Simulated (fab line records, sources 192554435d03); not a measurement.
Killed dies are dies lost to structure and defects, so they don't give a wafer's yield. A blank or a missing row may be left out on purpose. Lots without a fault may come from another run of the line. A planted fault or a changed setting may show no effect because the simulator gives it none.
One fault seen from 2 desks | flow n5_finfet | each desk has only its own numbers; what lay behind them comes last

THE TOOL OWNER'S DESK: litho_track-05
The tool's own readings at N5_BEOL_M0_SAQP_DEVELOP_13 (develop time 30 s): means of the sampled wafers that have a number, for each lot that ran on this tool. A lot is out of limits, marked OUT, if its mean lies more than 4 standard deviations from the usual mean; the brackets give that distance.
Columns: A = chill_plate_temp_C at N5_BEOL_M0_SAQP_DEVELOP_13, usual 22.98 C
lot  | first seen here | A
L177 | day 6 17:38     | 23.04
This desk's finding: nothing out of limits on the one lot.

THE METROLOGY DESK
What the gauges read, lot by lot, whatever tool the lot ran on: means of the sampled wafers that have a number. A lot is out of limits, marked OUT, if its mean lies more than 4 standard deviations from the usual mean; the brackets give that distance.
Columns: A = thk_nm at N5_BEOL_M0_SAQP_THK_MEAS_05, usual 60.4 nm; B = cd_nm at N5_BEOL_M0_SAQP_CD_MEAS_14, usual 42.7 nm
lot  | first seen here | A    | B
L177 | day 6 17:13     | 61.5 | 42.7
L182 | day 7 00:14     | 60.6 | 42.1
L189 | day 8 23:22     | 60.0 | -
L190 | day 9 08:55     | 60.3 | -
L195 | day 10 10:16    | 60.1 | 43.2
L199 | day 11 07:19    | 59.6 | 43.1
This desk's finding: nothing out of limits on any of the 6 lots.

PUT TOGETHER
The tool owner's desk saw nothing out of limits.
The metrology desk saw nothing out of limits.

WHAT THE SIMULATOR HAD PUT IN
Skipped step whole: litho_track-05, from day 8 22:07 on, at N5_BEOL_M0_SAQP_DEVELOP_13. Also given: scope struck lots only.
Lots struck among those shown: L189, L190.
